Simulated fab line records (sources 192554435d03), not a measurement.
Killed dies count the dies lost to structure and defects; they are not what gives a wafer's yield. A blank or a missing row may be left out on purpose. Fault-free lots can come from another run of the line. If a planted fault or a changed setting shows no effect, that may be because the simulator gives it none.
fab line records	flow n5_finfet
record: lots: 7	wafers: 19	last_day: 19
route steps=1938 shown PASSIVATION@1909
lots untouched by any fault: they come from a run of this same line in which no faults occurred
start_h: the number of hours between the record's first day and the start of the first shown wafer of the lot	wait_h: hours since the lot's step before	" same as the row above	L1.1+2: a single row standing in for several wafers	- no value present, or no start provided	* or withheld: withheld	< > ~ a bound
route shown NAME@n: NAME is a module with steps in the file, n the number in the route of the first one	usual: mean and standard deviation over wafers with no fault	same: alike in all rows	chamber/n: place in a boat	sites: the reading at each site	_std_site: standard deviation across them	_edge_site: the outer-site mean with the inner-site mean subtracted	radius_mm: how far each site lies from the wafer's centre	mask NAME#n: copy n	behind: the tool/chamber that last shaped the wafer	hold: why the lot went on hold/how many hours it stayed there/how the hold came to an end	device: whichever transistor did not switch (one of n, p or np)	end of line: at the end of the route, the tests of the same wafers	step lacking rows: just its recipe	killed: dies that structure and defects cost at the first sort, which is not the same as the wafer's yield	map: shows each die of a wafer: x if killed, . if not, _ if none is there
set.NAME: setting as actually run; set.NAME@STEP: the setting as run at that earlier step	model.NAME: the simulator's own value behind a step, which no gauge read
lots at some steps of the route; a table a step, a row a wafer
services: from which hour (start_h, from the record's first day; less than 0 if before it) a tool's chamber was out of use, for how many hours, and why
== steps ==
step: N5_PASSIVATION_AL_ETCH_33
recipe: chemistry: Cl2/BCl3	target_depth_a: 28000	over_etch_frac: 0.15	Cl2_flow_sccm: 180	bcl3_flow_sccm: 60	target: Al	stop_on: TaN	time_s: 466.7	ion_energy_ev: 100	pressure_mtorr: 10	icp_w: 900	bias_w: 100
usual: drypump_motor_current_A: 5.5/0.42	oes_product_au: 0.72/0.1	throttle_valve_pct: 34.45/0.25
lot.wafer	tool	chamber	start_h	wait_h	drypump_motor_current_A	oes_product_au	rf_hours_counter_h	throttle_valve_pct
L128.1	rie_metal-03	0	312.04	0.1	5.2	0.60	95	34.79
L128.3	"	0	"	"	5.2	0.60	-	34.75
L128.4	"	1	"	"	5.1	0.60	-	34.32
L131.1	rie_metal-02	0	318.63	0.1	5.2	0.89	2	34.25
L131.4	"	0	"	"	5.2	0.89	-	34.27
L131.5	"	0	"	"	5.2	0.88	-	34.26
L139.1	rie_metal-03	1	371.28	0.1	5.1	0.59	104	34.34
L139.3	"	1	"	"	5.1	0.59	-	34.34
L140.1	rie_metal-02	1	371.62	0.1	6.1	0.70	37	34.65
L140.3	"	0	"	"	5.2	0.84	-	34.31
L138.2	rie_metal-01	1	384.41	0.2	5.5	0.69	-	34.61
L138.3	"	1	"	"	5.5	0.70	-	34.63
L138.6	"	1	"	"	5.4	0.69	-	34.62
L149.2	rie_metal-03	1	438.86	0.1	5.1	0.84	5	34.15
L149.3	"	1	"	"	5.1	0.86	-	34.10
L149.6	"	0	"	"	5.2	0.86	-	34.73
L151.1	rie_metal-01	0	443.86	0.1	6.1	0.81	6	33.95
L151.2	"	1	"	"	5.4	0.66	63	34.67
L151.6	"	1	"	"	5.4	0.66	-	34.67
step: N5_PASSIVATION_ETCH_59
recipe: chemistry: Cl2/BCl3	target: TaN	target_depth_a: 650	time_s: 34.9	ion_energy_ev: 100	pressure_mtorr: 10	icp_w: 900	bias_w: 100	Cl2_flow_sccm: 60	bcl3_flow_sccm: 30
usual: drypump_motor_current_A: 5.5/0.42	oes_product_au: 0.79/0.11	throttle_valve_pct: 21.21/0.23
lot.wafer	tool	chamber	start_h	wait_h	drypump_motor_current_A	oes_product_au	rf_hours_counter_h	throttle_valve_pct
L128.1	rie_metal-03	0	312.44	0.3	5.2	0.67	95	21.49
L128.3	"	0	"	"	5.2	0.68	-	21.49
L128.4	"	1	"	"	5.1	0.68	-	21.06
L131.1	rie_metal-02	0	319.03	0.3	5.2	0.95	2	21.14
L131.4	"	0	"	"	5.1	0.96	-	21.13
L131.5	"	0	"	"	5.1	0.95	-	21.11
L139.1	rie_metal-03	1	371.68	0.3	5.1	0.66	104	21.07
L139.3	"	1	"	"	5.1	0.66	-	21.07
L140.1	rie_metal-02	1	372.02	0.3	6.2	0.77	38	21.30
L140.3	"	0	"	"	5.2	0.91	-	21.15
L138.2	rie_metal-01	1	385.11	0.6	5.5	0.77	-	21.43
L138.3	"	1	"	"	5.4	0.76	-	21.43
L138.6	"	1	"	"	5.4	0.76	-	21.45
L149.2	rie_metal-03	1	439.26	0.3	5.1	0.94	5	20.82
L149.3	"	1	"	"	5.1	0.95	-	20.82
L149.6	"	0	"	"	5.3	0.95	-	21.35
L151.1	rie_metal-01	0	444.26	0.3	6.1	0.90	6	20.81
L151.2	"	1	"	"	5.4	0.73	63	21.46
L151.6	"	1	"	"	5.4	0.74	-	21.47
step: N5_PASSIVATION_STRIP_34
recipe: chemistry: O2	power_w: 600	temp_c: 60	pressure_mtorr: 30	rf_frequency_hz: 6e+07	bias_power_w: 0	overash_fraction: 2	o2_flow_sccm: 225
usual: drypump_motor_current_A: 5.8/0.4	oes_product_au: 0.84/0.093	rf_vpp_V: 3.8/1.4	showerhead_plenum_p_Torr: 2.12/0.081	throttle_valve_pct: 16.60/0.23
lot.wafer	tool	chamber	start_h	wait_h	drypump_motor_current_A	oes_product_au	rf_hours_counter_h	rf_vpp_V	showerhead_plenum_p_Torr	throttle_valve_pct
L128.1	rie_diel-04	0	312.55	0.1	5.6	0.75	134	4.0	2.02	16.41
L128.3	"	3	"	"	5.7	0.95	4	3.8	2.16	16.79
L128.4	"	3	"	"	5.7	0.96	-	3.4	2.15	16.78
L131.1	rie_diel-05	3	319.16	0.1	6.1	0.72	215	3.3	2.06	16.84
L131.4	"	2	"	"	5.6	0.69	-	3.9	2.17	16.72
L131.5	"	1	"	"	6.5	0.94	-	2.2	2.22	16.50
L139.1	rie_diel-05	2	371.80	0.1	5.5	0.93	11	4.1	2.17	16.27
L139.3	"	1	"	"	6.5	0.88	41	2.0	2.21	16.52
L140.1	rie_diel-05	0	372.14	0.1	5.6	0.97	14	4.7	2.07	16.75
L140.3	"	3	"	"	6.1	0.69	234	1.7	2.05	16.87
L138.2	rie_diel-04	0	385.29	0.1	5.6	0.72	157	6.0	2.01	16.49
L138.3	"	3	"	"	5.8	0.90	26	3.0	2.15	16.88
L138.6	"	3	"	"	5.7	0.87	-	7.6	2.15	16.88
L149.2	rie_diel-02	1	439.37	0.1	5.8	0.92	26	4.2	2.14	16.56
L149.3	"	3	"	"	4.9	0.85	62	0.9	2.02	16.35
L149.6	"	2	"	"	6.4	0.71	-	4.6	2.20	16.81
L151.1	rie_diel-04	2	444.38	0.1	6.0	0.93	28	1.8	2.22	16.21
L151.2	"	3	"	"	5.7	0.84	47	5.9	2.14	16.86
L151.6	"	2	"	"	6.1	0.90	-	4.5	2.22	16.22
step: N5_PASSIVATION_STRIP_51
recipe: chemistry: post_etch_residue_remover	time_s: 1200	temp_c: 72.5
step: N5_PASSIVATION_CLEAN_69
recipe: chemistry: IPA	time_s: 180	temp_c: 25
step: N5_PASSIVATION_SRD_70
recipe: dry: ipa_marangoni	time_s: 30	temp_c: 23	rinse_liquid: diw
step: N5_PASSIVATION_PECVD_53
recipe: material: SiO2	target_thk_a: 8000	temp_c: 400	precursor: TEOS/O2	pressure_torr: 6.5	rf_w: withheld	teos_flow_sccm: withheld	gas: O2	flow_sccm: 2650	time_s: 169.4
step: N5_PASSIVATION_PECVD_35
recipe: material: SiNx	target_thk_a: 7000	temp_c: 400	precursor: SiH4/NH3/N2	pressure_torr: 4.9	rf_w: 1406	time_s: 151.3
usual: heater_power_w: 341/90	showerhead_plenum_p_Torr: 8.67/0.075	showerhead_vpp_V: 2273/140	throttle_valve_pct: 29.6/1.3
lot.wafer	tool	chamber	start_h	wait_h	heater_power_w	showerhead_plenum_p_Torr	showerhead_vpp_V	throttle_valve_pct
L128.1	pecvd-01	1	313.16	0.1	332	8.70	2453	29.4
L128.3	"	0	"	"	537	8.76	2229	30.8
L128.4	"	1	"	"	373	8.72	2443	29.5
L131.1	pecvd-02	2	319.78	0.1	312	8.65	2132	28.9
L131.4	"	2	"	"	346	8.64	2160	29.1
L131.5	"	1	"	"	370	8.69	2035	31.5
L139.1	pecvd-02	0	372.41	0.1	326	8.54	2307	30.7
L139.3	"	1	"	"	312	8.69	2042	31.4
L140.1	pecvd-01	2	372.75	0.1	368	8.77	2229	27.2
L140.3	"	0	"	"	598	8.75	2200	30.7
L138.2	pecvd-02	0	385.90	0.1	371	8.55	2317	30.5
L138.3	"	2	"	"	368	8.62	2135	29.1
L138.6	"	1	"	"	314	8.67	2033	31.1
L149.2	pecvd-02	2	439.98	0.1	330	8.63	2124	29.5
L149.3	"	1	"	"	315	8.69	2029	31.4
L149.6	"	0	"	"	461	8.53	2274	30.5
L151.1	pecvd-02	2	444.99	0.1	325	8.63	2126	29.4
L151.2	"	1	"	"	356	8.67	2020	31.5
L151.6	"	2	"	"	344	8.62	2112	29.2
step: N5_PASSIVATION_HMDS_37
recipe: time_s: 60	temp_c: 120
step: N5_PASSIVATION_COAT_38
recipe: spin_rpm: 3000	resist_thk_nm: withheld
step: N5_PASSIVATION_EBR_40
recipe: solvent: PGMEA	ebr_width_mm: 1.5
step: N5_PASSIVATION_SOFTBAKE_39
recipe: temp_c: 110	time_s: 120
step: N5_PASSIVATION_EXPOSE_41
recipe: mask_id: PASS_OPEN	na: 0.55	defocus_nm: 0	source_shape: conventional	sigma_outer: 0.8	polarization: unpolarized	target_cd_nm: 40000	dose_mj: 57.25
same: sigma_outer: 0.8
lot.wafer	tool	chamber	start_h	wait_h	mask
L128.1+3+4	krf_scanner-02	0	313.54	-	PASS_OPEN#0
L131.1+4+5	krf_scanner-02	0	320.03	-	PASS_OPEN#0
L139.1+3	krf_scanner-02	0	372.79	-	PASS_OPEN#0
L140.1+3	krf_scanner-02	0	373.01	-	PASS_OPEN#0
L138.2+3+6	krf_scanner-02	0	386.28	-	PASS_OPEN#0
L149.2+3+6	krf_scanner-01	0	440.37	-	PASS_OPEN#0
L151.1+2+6	krf_scanner-01	0	445.37	-	PASS_OPEN#0
step: N5_PASSIVATION_PEB_42
recipe: peb_temp_c: withheld	peb_time_s: *
step: N5_PASSIVATION_DEVELOP_43
recipe: develop_time_s: 60	rinse_liquid: diw	dry: air_spin	dev_temp_c: 21
step: N5_PASSIVATION_HARDBAKE_45
recipe: temp_c: 130	time_s: 120
step: N5_PASSIVATION_CD_MEAS_44
recipe: target_cd_nm: 40000	landing_energy_ev: 500	detector: se_inlens
usual: cd_nm: 40001/3.6
lot.wafer	tool	chamber	start_h	wait_h	cd_nm
L128.1	cd_sem-01	0	313.72	-	40007
L128.3	"	0	"	"	40005
L128.4	"	0	"	"	40007
L131.1	cd_sem-01	0	320.21	-	40001
L131.4	"	0	"	"	40003
L131.5	"	0	"	"	40004
L139.1	cd_sem-03	0	372.97	-	40052
L139.3	"	0	"	"	40044
L140.1	cd_sem-03	0	373.19	-	40042
L140.3	"	0	"	"	40047
L138.2	cd_sem-02	0	386.46	-	39998
L138.3	"	0	"	"	40044
L138.6	"	0	"	"	40001
L149.2	cd_sem-01	0	440.54	-	40004
L149.3	"	0	"	"	40000
L149.6	"	0	"	"	40002
L151.1	cd_sem-02	0	445.55	-	40002
L151.2	"	0	"	"	40002
L151.6	"	0	"	"	39995
step: N5_PASSIVATION_OVL_MEAS_66
recipe: points_per_wafer: 44
usual: PASS_OPEN_OVL: 0/4.8
lot.wafer	tool	chamber	start_h	wait_h	PASS_OPEN_OVL[nm]
L128.1	overlay-02	0	313.75	0.0	-5
L128.3	"	0	"	"	3
L128.4	"	0	"	"	3
L131.1	overlay-01	0	320.24	0.0	0
L131.4	"	0	"	"	-3
L131.5	"	0	"	"	0
L139.1	overlay-01	0	373.00	0.0	6
L139.3	"	0	"	"	8
L140.1	overlay-02	0	373.22	0.0	-2
L140.3	"	0	"	"	1
L138.2	overlay-02	0	386.49	0.0	-1
L138.3	"	0	"	"	-5
L138.6	"	0	"	"	-3
L149.2	overlay-02	0	440.57	0.0	-7
L149.3	"	0	"	"	-6
L149.6	"	0	"	"	-4
L151.1	overlay-01	0	445.58	0.0	3
L151.2	"	0	"	"	-6
L151.6	"	0	"	"	-9
step: N5_PASSIVATION_PROBE_49
usual: defect_limited_yield: 91.6/1.4	killed_at_M0_to_M3: 35/10	killed_at_M4_up: 13/4.8	killed_at_contacts: 12/7.2	killed_at_front_end: 36/12	killed_at_other: 4/3.1	killed_dies: 100/17	killed_on_rim: 13/4.2	killed_open: 66/13	killed_short: 32/7.3	sort_bin_5_function: 5.0/0.94	sort_bin_6_memory: 3.1/0.67	sort_n_pass: 1080/17	sort_yield_pct: 91.6/1.4
same: gross_dies: 1180	killed_at_back_side: 0	sort_bin_4_leakage[%]: 0	sort_bin_8_speed[%]: 0
lot.wafer	tool	chamber	start_h	wait_h	defect_limited_yield[%]	killed_at_M0_to_M3	killed_at_M4_up	killed_at_contacts	killed_at_front_end	killed_at_other	killed_dies	killed_on_rim	killed_open	killed_short	sort_bin_5_function[%]	sort_bin_6_memory[%]	sort_n_pass	sort_yield_pct[%]
L128.1	prober-01	-	317.19	0.0	90.3	35	12	15	50	3	115	17	76	39	5.3	4.1	1065	90.3
L128.3	prober-01	-	317.29	0.1	90.8	48	12	23	25	0	108	12	71	37	5.8	3.1	1072	90.8
L128.4	prober-01	-	317.34	0.2	92.5	32	8	13	33	2	88	9	56	32	4.9	2.0	1092	92.5
L131.1	prober-02	-	323.37	0.0	90.6	47	18	6	39	1	111	18	69	36	5.3	3.1	1069	90.6
L131.4	prober-02	-	323.52	0.2	91.9	34	13	13	30	5	95	11	70	25	5.2	2.9	1085	91.9
L131.5	prober-02	-	323.57	0.2	90.7	38	9	16	44	3	110	18	77	32	4.9	4.2	1070	90.7
L139.1	prober-02	-	376.75	0.0	91.9	40	9	12	29	5	95	18	62	33	4.8	3.1	1085	91.9
L138.3	prober-01	-	389.70	0.1	91.3	43	11	10	36	3	103	16	71	32	5.8	2.7	1077	91.3
L138.6	prober-01	-	389.85	0.3	93.0	23	15	14	31	0	83	10	53	30	3.9	3.0	1097	93.0
L151.1	prober-02	-	448.75	0.0	91.2	26	6	17	52	3	104	14	75	29	4.6	4.1	1076	91.2
L151.2	prober-02	-	448.80	0.1	89.7	31	21	18	46	5	121	19	86	35	6.2	3.8	1059	89.7
L151.6	prober-02	-	449.00	0.3	91.3	43	6	22	29	3	103	16	67	36	4.6	4.0	1077	91.3
killed by level:class
L128.1 MOL_CONTACT_COAG:geometric_particle:open=14 FIN_SAQP:geometric_particle:short=11 FIN_SAQP:geometric_particle:open=9 BEOL_M1:geometric_particle:open=9 GATE_CUT:geometric_particle:short=8 BEOL_M0_SAQP:geometric_particle:open=8 BEOL_M4:geometric_particle:open=8 DUMMY_GATE:geometric_particle:open=5
L128.3 MOL_CONTACT_COAG:geometric_particle:open=20 BEOL_M1:geometric_particle:open=15 BEOL_M2:geometric_particle:open=9 BEOL_M0_SAQP:geometric_particle:open=7 FIN_SAQP:geometric_particle:short=5 BEOL_M0_SAQP:geometric_particle:short=5 DUMMY_GATE:geometric_particle:open=4 BEOL_M5:geometric_particle:short=4
L128.4 MOL_CONTACT_COAG:geometric_particle:open=12 BEOL_M0_SAQP:geometric_particle:open=11 FIN_SAQP:geometric_particle:short=8 FIN_SAQP:geometric_particle:open=8 BEOL_M0_SAQP:geometric_particle:short=6 BEOL_M1:geometric_particle:open=6 STI_FIN_REVEAL:geometric_particle:open=4 BEOL_M2:geometric_particle:open=4
L131.1 BEOL_M2:geometric_particle:open=12 FIN_SAQP:geometric_particle:open=8 BEOL_M1:geometric_particle:open=8 BEOL_M0_SAQP:geometric_particle:short=7 BEOL_M3:geometric_particle:open=7 BEOL_M4:geometric_particle:short=7 BEOL_M0_SAQP:geometric_particle:open=5 FIN_SAQP:geometric_particle:short=4
L131.4 MOL_CONTACT_COAG:geometric_particle:open=10 BEOL_M2:geometric_particle:open=10 BEOL_M4:geometric_particle:open=8 GATE_CUT:geometric_particle:open=6 BEOL_M0_SAQP:geometric_particle:open=6 BEOL_M1:geometric_particle:open=6 GATE_CUT:geometric_particle:short=5 BEOL_M0_SAQP:geometric_particle:short=5
L131.5 FIN_SAQP:geometric_particle:open=13 MOL_CONTACT_COAG:geometric_particle:open=13 BEOL_M1:geometric_particle:open=11 BEOL_M0_SAQP:geometric_particle:open=9 GATE_CUT:geometric_particle:open=5 SPACER0:geometric_particle:short=4 BEOL_M0_SAQP:geometric_particle:short=4 BEOL_M3:geometric_particle:open=4
L139.1 MOL_CONTACT_COAG:geometric_particle:open=9 BEOL_M0_SAQP:geometric_particle:open=8 BEOL_M3:geometric_particle:open=8 BEOL_M0_SAQP:geometric_particle:short=8 BEOL_M0:geometric_particle:open=7 FIN_SAQP:geometric_particle:open=5 STARTING-WAFER:geometric_particle:short=5 FIN_SAQP:geometric_particle:short=4
L138.3 MOL_CONTACT_COAG:geometric_particle:open=10 BEOL_M0_SAQP:geometric_particle:short=10 BEOL_M0_SAQP:geometric_particle:open=7 BEOL_M2:geometric_particle:open=7 DUMMY_GATE:geometric_particle:open=6 BEOL_M5:geometric_particle:open=6 STARTING-WAFER:geometric_particle:open=6 DUMMY_GATE:geometric_particle:short=5
L138.6 MOL_CONTACT_COAG:geometric_particle:open=9 BEOL_M4:geometric_particle:open=7 BEOL_M0_SAQP:geometric_particle:open=6 BEOL_M0_SAQP:geometric_particle:short=6 STARTING-WAFER:geometric_particle:open=6 FIN_SAQP:geometric_particle:short=5 STI_FIN_REVEAL:geometric_particle:open=5 MOL_CONTACT_COAG:geometric_particle:short=5
L151.1 MOL_CONTACT_COAG:geometric_particle:open=17 STI_FIN_REVEAL:geometric_particle:open=9 FIN_SAQP:geometric_particle:open=8 ILD0:geometric_particle:short=6 BEOL_M1:geometric_particle:open=6 FIN_SAQP:geometric_particle:short=5 DUMMY_GATE:geometric_particle:open=5 BEOL_M2:geometric_particle:open=5
L151.2 MOL_CONTACT_COAG:geometric_particle:open=14 FIN_SAQP:geometric_particle:open=10 STI_FIN_REVEAL:geometric_particle:open=8 BEOL_M1:geometric_particle:open=7 GATE_CUT:geometric_particle:short=7 BEOL_M3:geometric_particle:open=7 BEOL_M4:geometric_particle:open=6 GATE_CUT:geometric_particle:open=4
L151.6 MOL_CONTACT_COAG:geometric_particle:open=15 BEOL_M0:geometric_particle:open=11 BEOL_M0_SAQP:geometric_particle:open=8 MOL_CONTACT_COAG:geometric_particle:short=7 BEOL_M0_SAQP:geometric_particle:short=7 BEOL_M3:geometric_particle:open=6 FIN_SAQP:geometric_particle:short=5 DUMMY_GATE:geometric_particle:open=5
== services ==
tool	chamber	start_h	hours	kind
krf_scanner-01	-	289.58	0.5	repair
pecvd-02	1	291.84	19.8	repair
rie_diel-05	2	293.30	10.5	repair
rie_diel-05	-	300.33	0.8	repair
krf_scanner-01	-	310.87	1.0	pm
krf_scanner-01	-	324.41	0.8	repair
rie_diel-04	-	328.22	20.3	repair
rie_diel-05	-	333.67	14.6	pm
krf_scanner-01	-	339.06	0.6	repair
krf_scanner-02	-	343.08	1.0	pm
rie_diel-05	0	359.71	4.8	repair
krf_scanner-02	-	360.15	0.8	pm
rie_diel-04	3	360.47	4.1	repair
krf_scanner-01	-	386.99	1.3	pm
pecvd-02	0	388.25	6.3	repair
rie_diel-04	1	399.45	5.4	repair
krf_scanner-01	-	403.59	0.5	repair
pecvd-02	-	404.61	0.9	repair
krf_scanner-02	-	407.00	2.9	repair
pecvd-02	-	416.50	0.8	repair
rie_diel-05	0	420.52	6.9	repair
krf_scanner-02	-	427.68	1.3	pm
rie_diel-05	3	444.39	2.5	repair
rie_diel-05	2	444.75	4.2	repair
== key ==
first_sign: step: N5_PASSIVATION_CD_MEAS_44	reading: cd_nm	direction: up	sigmas: 11	usual: 40001	struck: 40046
effect none on later readings
met_at N5_PASSIVATION_EXPOSE_41
struck_wafers L138.3,L139.1,L139.3,L140.1,L140.3
onset_between 320.03 372.79
fault: kind: process_parameter_drift	tool: krf_scanner-02	chamber: -	onset_h: 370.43	steps: N5_PASSIVATION_EXPOSE_41	channel: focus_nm	offset: 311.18	shape: step	end_h: 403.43	scope: struck_wafers_only
